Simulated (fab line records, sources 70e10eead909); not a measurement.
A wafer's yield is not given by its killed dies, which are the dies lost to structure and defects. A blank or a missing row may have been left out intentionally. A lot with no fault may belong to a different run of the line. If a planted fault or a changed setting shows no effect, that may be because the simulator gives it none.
Which of the tools did it? / flow nandHarc / 6 lots, 17 wafers sampled, at 1 step of a route of 1302

WHAT THE GAUGES READ, wafer by wafer
NHARC_A_CHANNEL_HOLE_D2_CD_MEAS_10: the cd target is 100 nm.
lot=L529; measured=day 13 23:01; on=cdSem-03; cdNm (nm)=100.1 99.3 100.2
lot=L532; measured=day 14 21:41; on=cdSem-03; cdNm (nm)=99.6 100.9 99.8
lot=L535; measured=day 16 13:38; on=cdSem-01; cdNm (nm)=99.9 99.9
lot=L541; measured=day 19 01:36; on=cdSem-02; cdNm (nm)=100.0 101.1 100.1
lot=L544; measured=day 20 17:05; on=cdSem-01; cdNm (nm)=101.2 100.7 101.2
lot=L546; measured=day 21 06:52; on=cdSem-02; cdNm (nm)=100.1 100.4 101.4

WHICH TOOL RAN EACH LOT (tool, then ch and the chambers of the sampled wafers, then the start)
The record shows no process step preceding these readings.

THE ANSWER, worked out from the rows above alone
Rule: the lots themselves supply what counts as usual. Put in order of their means at a reading, lots are off if they are a third of the lots or fewer, leave a main group of 4 or more, and stand apart from it by a gap of 3 or more times the standard deviation of the main group's means; of several such gaps the widest counts. If all means in a main group match to the digits the tables above print for the reading, that group is not used. Also off: a lot with no number at a reading for which 4 or more lots have one. Where the step has rows for the other lots, those lots are counted as sound.
None of the lots is off at any reading shown; this tells nothing.

WHAT THE SIMULATOR HAD PUT IN
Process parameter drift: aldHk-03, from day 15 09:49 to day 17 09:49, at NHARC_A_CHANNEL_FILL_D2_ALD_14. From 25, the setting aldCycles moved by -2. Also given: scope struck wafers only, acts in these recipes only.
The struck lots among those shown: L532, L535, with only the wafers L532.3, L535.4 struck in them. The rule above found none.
